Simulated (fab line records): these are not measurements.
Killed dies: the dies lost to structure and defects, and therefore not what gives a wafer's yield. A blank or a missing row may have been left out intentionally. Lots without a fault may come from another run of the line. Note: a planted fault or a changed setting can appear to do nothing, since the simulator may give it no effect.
fab line records -- flow n5Finfet -- part 2 of 2: steps 20 to 28 of 28
[record] lots = 5, wafers = 15, lastDay = 18
route steps=1938 shown BEOL_M3@972
lots that met no fault: taken from a fault-free run of the same line
startH: hours from the record's first day to the start of the lot's first wafer shown -- waitH: time in hours since the lot's previous step -- " repeats the value in the row above -- L1.1+2: a single row standing in for several wafers -- - no value, or no start given -- * or withheld: withheld -- < > ~ a bound
route shown NAME@n: names a module that has steps shown in the file, with the first one's number in the route -- usual: mean and standard deviation over wafers with no fault -- same: alike in all rows -- chamber/n: place in a boat -- sites: readings site by site -- _std_site: the standard deviation of these -- _edge_site: inner sites' mean taken away from outer sites' mean -- radiusMm: for every site, how far away it sits from the centre of the wafer -- mask NAME#n: copy n -- behind: the last tool/chamber to shape the wafer -- hold: what put the lot on hold/how long, in hours/how the hold closed -- device: names the non-switching transistor (n, p or np) -- end of line: at the end of the route, the tests of the same wafers -- a step given without rows: its recipe and nothing more -- killed: the dies lost at the first sort to structure and to defects; this is not the yield of the wafer -- map: a wafer's dies, x killed, . not, _ none there
set.NAME: the run value of the setting; set.NAME@STEP: its run value at that earlier step -- model.NAME: the simulator's own value behind a step, which no gauge read
a table for each step, a row for each wafer; lots at some steps of the route
services: a tool's chamber out of use, with start hour (startH, from the record's first day; less than 0 if before it), hours out, and reason
[[steps]]
[step N5_BEOL_M3_ALD_84]
[recipe] material = TaN, targetThkA = *, tempC = 275, aldPrecursorFamily = PDMAT, aldCoReactant = NH3, pressureTorr = 3, carrierFlowSccm = 1500, pulseTimeS = 2, purgeTimeS = 3, coReactantPurgeTimeS = 2, coReactantPulseTimeS = 3, aldCycles = 30, precursorVesselTempC = 75, precursorVesselPressureTorr = 26.25, precursorVesselCarrierSccm = 1000
[usual] heaterPowerOuterW = 230/24, heaterPowerW = 418/37
lot.wafer,tool,chamber,startH,waitH,heaterPowerOuterW,heaterPowerW
L079.3,aldMetal-03,2,183.60,0.0,253,456
L079.4,aldMetal-03,3,183.60,0.0,255,472
L079.5,aldMetal-03,1,183.60,0.0,204,352
L089.1,aldMetal-02,3,255.37,0.0,246,418
L089.2,aldMetal-02,0,255.37,0.0,204,370
L089.4,aldMetal-02,2,255.37,0.0,200,379
L095.1,aldMetal-01,1,276.07,0.0,239,440
L095.5,aldMetal-01,2,276.07,0.0,244,447
L095.6,aldMetal-01,1,276.07,0.0,249,441
L096.1,aldMetal-03,2,290.63,0.0,253,473
L096.2,aldMetal-03,3,290.63,0.0,251,461
L096.4,aldMetal-03,0,290.63,0.0,229,404
L097.2,aldMetal-03,0,300.85,0.0,234,410
L097.3,aldMetal-03,1,300.85,0.0,197,354
L097.6,aldMetal-03,1,300.85,0.0,199,359
[step N5_BEOL_M3_SURFACE_TREAT_85]
[recipe] gas = Ar, timeS = *, ionEnergyEv = *, ionCurrentMaCm2 = 0.5, pressureMtorr = *, arFlowSccm = 30
[usual] throttleValvePct = *
[same] timeS = *
lot.wafer,tool,chamber,startH,waitH,throttleValvePct
L079.3,pvdSputter-01,-,183.82,0.1,*
L079.4,pvdSputter-01,-,183.82,0.1,*
L079.5,pvdSputter-01,-,183.82,0.1,*
L089.1,pvdSputter-01,-,255.61,0.1,*
L089.2,pvdSputter-01,-,255.61,0.1,*
L089.4,pvdSputter-01,-,255.61,0.1,*
L095.1,pvdSputter-02,-,276.49,0.3,*
L095.5,pvdSputter-02,-,276.49,0.3,*
L095.6,pvdSputter-02,-,276.49,0.3,*
L096.1,pvdSputter-03,-,290.85,0.1,*
L096.2,pvdSputter-03,-,290.85,0.1,*
L096.4,pvdSputter-03,-,290.85,0.1,*
L097.2,pvdSputter-02,-,301.15,0.2,*
L097.3,pvdSputter-02,-,301.15,0.2,*
L097.6,pvdSputter-02,-,301.15,0.2,*
[step N5_BEOL_M3_CVD_47]
[recipe] material = Co, targetThkA = 30, tempC = withheld, precursor = CCTBA/H2, pressureTorr = 30, timeS = 223.8
[same] timeS = 223.8
lot.wafer,tool,chamber,startH,waitH
L079.3+4+5,cvdCo-01,"2,0,1",183.89,0.0
L089.1+2+4,cvdCo-02,"0,2,2",255.67,0.0
L095.1+5+6,cvdCo-01,"1,2,1",276.55,0.0
L096.1+2+4,cvdCo-02,"1,0,0",290.91,0.0
L097.2+3+6,cvdCo-01,"0,2,0",301.21,0.0
[step N5_BEOL_M3_SPUTTER_48]
[recipe] material = Cu, targetThkA = 45, tempC = -20, chamberPressurePa = 0.07, powerW = withheld, timeS = 8.29
[usual] chuckSensorTempC = -16.1/0.4, throttleValvePct = 29.4/1.2
[same] timeS = 8.29
lot.wafer,tool,chamber,startH,waitH,chuckSensorTempC,throttleValvePct
L079.3,pvdSputter-01,-,184.09,0.1,-15.1,29.0
L079.4,pvdSputter-01,-,184.09,0.1,-15.6,30.4
L079.5,pvdSputter-01,-,184.09,0.1,-16.1,27.8
L089.1,pvdSputter-01,-,255.83,0.1,-15.0,28.9
L089.2,pvdSputter-01,-,255.83,0.1,-16.0,28.1
L089.4,pvdSputter-01,-,255.83,0.1,-15.6,30.6
L095.1,pvdSputter-03,-,276.75,0.1,-16.1,28.4
L095.5,pvdSputter-03,-,276.75,0.1,-16.0,28.6
L095.6,pvdSputter-03,-,276.75,0.1,-16.3,28.6
L096.1,pvdSputter-03,-,291.07,0.1,-16.1,28.6
L096.2,pvdSputter-03,-,291.07,0.1,-16.3,28.9
L096.4,pvdSputter-03,-,291.07,0.1,-16.3,28.7
L097.2,pvdSputter-02,-,301.37,0.1,-16.5,29.5
L097.3,pvdSputter-02,-,301.37,0.1,-15.7,30.3
L097.6,pvdSputter-02,-,301.37,0.1,-15.9,31.2
[step N5_BEOL_M3_ANNEAL_49]
[recipe] tempC = 400, timeS = 240, ambient = vacuum
[usual] heaterPowerW = 832/65
[same] timeS = 240
lot.wafer,tool,chamber,startH,waitH,heaterPowerW
L079.3,pvdSputter-01,-,184.17,0.0,806
L079.4,pvdSputter-01,-,184.17,0.0,848
L079.5,pvdSputter-01,-,184.17,0.0,850
L089.1,pvdSputter-01,-,255.91,0.0,797
L089.2,pvdSputter-01,-,255.91,0.0,831
L089.4,pvdSputter-01,-,255.91,0.0,871
L095.1,pvdSputter-03,-,276.83,0.0,790
L095.5,pvdSputter-03,-,276.83,0.0,758
L095.6,pvdSputter-03,-,276.83,0.0,805
L096.1,pvdSputter-03,-,291.15,0.0,763
L096.2,pvdSputter-03,-,291.15,0.0,868
L096.4,pvdSputter-03,-,291.15,0.0,796
L097.2,pvdSputter-02,-,301.45,0.0,886
L097.3,pvdSputter-02,-,301.45,0.0,771
L097.6,pvdSputter-02,-,301.45,0.0,762
[step N5_BEOL_M3_SPUTTER_79]
[recipe] material = Cu, targetThkA = 45, tempC = -20, chamberPressurePa = 0.07, powerW = withheld, timeS = 8.29
[usual] chuckSensorTempC = -16.1/0.41, throttleValvePct = 29.4/1.2
[same] timeS = 8.29
lot.wafer,tool,chamber,startH,waitH,chuckSensorTempC,throttleValvePct
L079.3,pvdSputter-01,-,184.31,0.1,-15.2,29.0
L079.4,pvdSputter-01,-,184.31,0.1,-15.7,30.4
L079.5,pvdSputter-01,-,184.31,0.1,-16.0,27.7
L089.1,pvdSputter-01,-,256.05,0.1,-14.9,29.2
L089.2,pvdSputter-01,-,256.05,0.1,-16.1,27.7
L089.4,pvdSputter-01,-,256.05,0.1,-15.7,30.6
L095.1,pvdSputter-03,-,276.97,0.1,-16.3,28.5
L095.5,pvdSputter-03,-,276.97,0.1,-16.0,28.8
L095.6,pvdSputter-03,-,276.97,0.1,-16.2,28.5
L096.1,pvdSputter-03,-,291.29,0.1,-15.9,28.5
L096.2,pvdSputter-03,-,291.29,0.1,-16.2,28.7
L096.4,pvdSputter-03,-,291.29,0.1,-16.2,28.8
L097.2,pvdSputter-02,-,301.59,0.1,-16.7,29.2
L097.3,pvdSputter-02,-,301.59,0.1,-15.7,30.4
L097.6,pvdSputter-02,-,301.59,0.1,-15.8,31.0
[step N5_BEOL_M3_ANNEAL_80]
[recipe] tempC = 400, timeS = 240, ambient = vacuum
[usual] heaterPowerW = 835/66
[same] timeS = 240
lot.wafer,tool,chamber,startH,waitH,heaterPowerW
L079.3,pvdSputter-01,-,184.39,0.0,811
L079.4,pvdSputter-01,-,184.39,0.0,869
L079.5,pvdSputter-01,-,184.39,0.0,842
L089.1,pvdSputter-01,-,256.13,0.0,837
L089.2,pvdSputter-01,-,256.13,0.0,847
L089.4,pvdSputter-01,-,256.13,0.0,892
L095.1,pvdSputter-03,-,277.05,0.0,785
L095.5,pvdSputter-03,-,277.05,0.0,761
L095.6,pvdSputter-03,-,277.05,0.0,798
L096.1,pvdSputter-03,-,291.37,0.0,777
L096.2,pvdSputter-03,-,291.37,0.0,876
L096.4,pvdSputter-03,-,291.37,0.0,795
L097.2,pvdSputter-02,-,301.67,0.0,878
L097.3,pvdSputter-02,-,301.67,0.0,762
L097.6,pvdSputter-02,-,301.67,0.0,756
[step N5_BEOL_M3_SPUTTER_81]
[recipe] material = Cu, targetThkA = 45, tempC = -20, chamberPressurePa = 0.07, powerW = withheld, timeS = 8.29
[usual] chuckSensorTempC = -16.0/0.43, throttleValvePct = 29.4/1.2
[same] timeS = 8.29
lot.wafer,tool,chamber,startH,waitH,chuckSensorTempC,throttleValvePct
L079.3,pvdSputter-01,-,184.53,0.1,-15.1,29.2
L079.4,pvdSputter-01,-,184.53,0.1,-15.8,30.6
L079.5,pvdSputter-01,-,184.53,0.1,-16.1,27.7
L089.1,pvdSputter-01,-,256.27,0.1,-14.8,28.8
L089.2,pvdSputter-01,-,256.27,0.1,-16.0,27.7
L089.4,pvdSputter-01,-,256.27,0.1,-15.5,30.8
L095.1,pvdSputter-03,-,277.19,0.1,-16.2,28.8
L095.5,pvdSputter-03,-,277.19,0.1,-15.9,28.7
L095.6,pvdSputter-03,-,277.19,0.1,-16.3,28.7
L096.1,pvdSputter-03,-,291.51,0.1,-16.2,28.2
L096.2,pvdSputter-03,-,291.51,0.1,-16.3,28.7
L096.4,pvdSputter-03,-,291.51,0.1,-16.2,28.9
L097.2,pvdSputter-02,-,301.81,0.1,-16.5,29.0
L097.3,pvdSputter-02,-,301.81,0.1,-15.6,29.9
L097.6,pvdSputter-02,-,301.81,0.1,-15.9,31.3
[step N5_BEOL_M3_ANNEAL_82]
[recipe] tempC = 400, timeS = 240, ambient = vacuum
[usual] heaterPowerW = 833/65
[same] timeS = 240
lot.wafer,tool,chamber,startH,waitH,heaterPowerW
L079.3,pvdSputter-01,-,184.61,0.0,810
L079.4,pvdSputter-01,-,184.61,0.0,871
L079.5,pvdSputter-01,-,184.61,0.0,866
L089.1,pvdSputter-01,-,256.35,0.0,804
L089.2,pvdSputter-01,-,256.35,0.0,831
L089.4,pvdSputter-01,-,256.35,0.0,869
L095.1,pvdSputter-03,-,277.27,0.0,768
L095.5,pvdSputter-03,-,277.27,0.0,790
L095.6,pvdSputter-03,-,277.27,0.0,785
L096.1,pvdSputter-03,-,291.59,0.0,758
L096.2,pvdSputter-03,-,291.59,0.0,849
L096.4,pvdSputter-03,-,291.59,0.0,809
L097.2,pvdSputter-02,-,301.89,0.0,867
L097.3,pvdSputter-02,-,301.89,0.0,782
L097.6,pvdSputter-02,-,301.89,0.0,760
[[services]]
tool,chamber,startH,hours,kind
rieDiel-01,3,161.64,11.6,repair
aldMetal-02,2,165.51,13.3,repair
rieDiel-03,3,167.69,6.6,repair
aldSin-03,-,174.14,0.8,repair
aldSin-01,-,180.58,6.0,pm
aldMetal-02,3,190.10,6.9,repair
aldMetal-02,-,208.27,0.6,repair
cvdCo-01,-,215.00,1.1,repair
rieDiel-03,3,222.21,10.9,repair
aldMetal-03,-,222.29,1.4,repair
aldMetal-02,-,233.97,0.9,repair
rieDiel-03,1,238.81,-,clean
rieDiel-03,1,238.81,-,consumableReplace:focusRing
rieDiel-03,1,238.81,25.4,scheduledDown
rieDiel-03,1,238.81,25.4,ventCycle
aldSin-03,-,238.86,6.1,pm
aldSin-04,-,241.49,28.1,pm
rieDiel-03,-,252.59,14.6,pm
aldSin-03,-,268.52,14.0,pm
aldSin-03,0,268.52,14.0,ventCycle
rieDiel-03,2,270.09,9.5,repair
aldMetal-02,2,281.18,43.6,repair
cvdCo-02,-,281.28,3.8,pm
aldSin-03,-,295.17,1.4,repair
